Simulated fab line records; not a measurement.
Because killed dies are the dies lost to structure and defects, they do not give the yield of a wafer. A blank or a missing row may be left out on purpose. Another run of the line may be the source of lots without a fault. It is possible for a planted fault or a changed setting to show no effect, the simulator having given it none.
Lot-split experiment + flow n5 finfet + 21 wafers read across 7 lots, on a route 1938 steps long

THE SPLIT
At N5_PASSIVATION_PECVD_53 (deposits SiO2 from TEOS/O2, target thk 800 nm, time 169.4 s), the setting time s was moved away from the recipe's 169.4 s on 8 of the 21 wafers read, by -12.2% to +7.2%. All remaining wafers had this setting at the recipe value.

The reading is taken at the split's own step.

THE READING
SiO2_of_PASSIVATION_PECVD_53.thk nm (the simulator's own value, which no gauge read), in nm, at N5_PASSIVATION_PECVD_53 (deposits SiO2 from TEOS/O2, target thk 800 nm, time 169.4 s). There is no usual value for it anywhere in the file. The 13 wafers here that ran the recipe average 807.7 nm, standard deviation 12 nm.

| wafer  | tool, chamber at the split | time s as run, s | against the recipe | SiO2_of_PASSIVATION_PECVD_53.thk nm, nm | against lot-mates on the recipe |
|--------|----------------------------|------------------|--------------------|-----------------------------------------|---------------------------------|
| L082.2 | pecvd-03, 1                | 169.4            | recipe             | 803.8                                   | -                               |
| L082.4 | pecvd-03, 0                | 169.4            | recipe             | 819                                     | -                               |
| L082.6 | pecvd-03, 2                | 179.6            | +6.0%              | 858                                     | +46.6                           |
| L080.1 | pecvd-03, 0                | 169.4            | recipe             | 809.6                                   | -                               |
| L080.3 | pecvd-03, 2                | 162.9            | -3.8%              | 778.4                                   | -40.9                           |
| L080.6 | pecvd-03, 0                | 169.4            | recipe             | 829                                     | -                               |
| L083.2 | pecvd-04, 2                | 181.6            | +7.2%              | 843.6                                   | +42.0                           |
| L083.3 | pecvd-04, 1                | 169.4            | recipe             | 792.2                                   | -                               |
| L083.5 | pecvd-04, 1                | 169.4            | recipe             | 811                                     | -                               |
| L084.3 | pecvd-04, 2                | 148.7            | -12.2%             | 701.8                                   | -115.6                          |
| L084.4 | pecvd-04, 2                | 148.7            | -12.2%             | 708                                     | -109.4                          |
| L084.5 | pecvd-04, 0                | 169.4            | recipe             | 817.4                                   | -                               |
| L088.1 | pecvd-04, 0                | 169.4            | recipe             | 805.6                                   | -                               |
| L088.3 | pecvd-04, 2                | 177.6            | +4.8%              | 827.8                                   | +19.4                           |
| L088.5 | pecvd-04, 1                | 169.4            | recipe             | 811.2                                   | -                               |
| L097.1 | pecvd-01, 1                | 169.4            | recipe             | 813.2                                   | -                               |
| L097.4 | pecvd-01, 1                | 149.8            | -11.6%             | 730.2                                   | -83.0                           |
| L097.6 | pecvd-01, 0                | 149.8            | -11.6%             | 704                                     | -109.2                          |
| L096.1 | pecvd-04, 1                | 169.4            | recipe             | 804.4                                   | -                               |
| L096.2 | pecvd-04, 2                | 169.4            | recipe             | 781.4                                   | -                               |
| L096.5 | pecvd-04, 2                | 169.4            | recipe             | 802                                     | -                               |

FIT RESULTS
A straight line over all 21 wafers: SiO2_of_PASSIVATION_PECVD_53.thk nm changes by +7.64 nm for each +1% of time s; r = +0.96; the points scatter about the line by 12 nm.
The same after taking each lot's own level away (the mean of its wafers on the recipe; 21 wafers): +8.21 nm for each +1%; r = +0.98; scatter 10 nm.
According to that fit, moving time s by its largest amount changes the reading by 1e+02 nm.
Measured against the standard deviation above, the lots' own levels, which go from 795.93 to 819.30 nm, span 2.0 times it.
The two slopes are in agreement: the lot-to-lot level therefore moves the slope only a little.
Check: for one of the wafers moved furthest among these (-12.2%), held out of the fit, the line's prediction against its lot-mates is -101 nm. It came out at -116 nm against them.

THESE WAFERS: OTHER SPLITS
These wafers also went through other splits before the reading. Each is held against what the fit with the lots' levels taken away leaves over:
| other split on the same wafers | wafers away from the commonest value | r with SiO2_of_PASSIVATION_PECVD_53.thk nm (lot level and that fit taken away) |
|--------------------------------|--------------------------------------|--------------------------------------------------------------------------------|
| N5_BEOL_M15_COAT_58 spin rpm   | 7                                    | +0.16                                                                          |
| N5_BEOL_M15_COAT_60 spin rpm   | 14                                   | +0.12                                                                          |
| N5_BEOL_M15_ETCH_61 bias w     | 4                                    | -0.21                                                                          |
| N5_MIM_BOT_ETCH_ETCH_04 time s | 8                                    | -0.01                                                                          |
| N5_PASSIVATION_ETCH_59 time s  | 5                                    | +0.04                                                                          |

FILE'S OWN FIT
SiO2_of_PASSIVATION_PECVD_53.thk nm changes by +8.11 nm for each +1% of time s, r = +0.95.
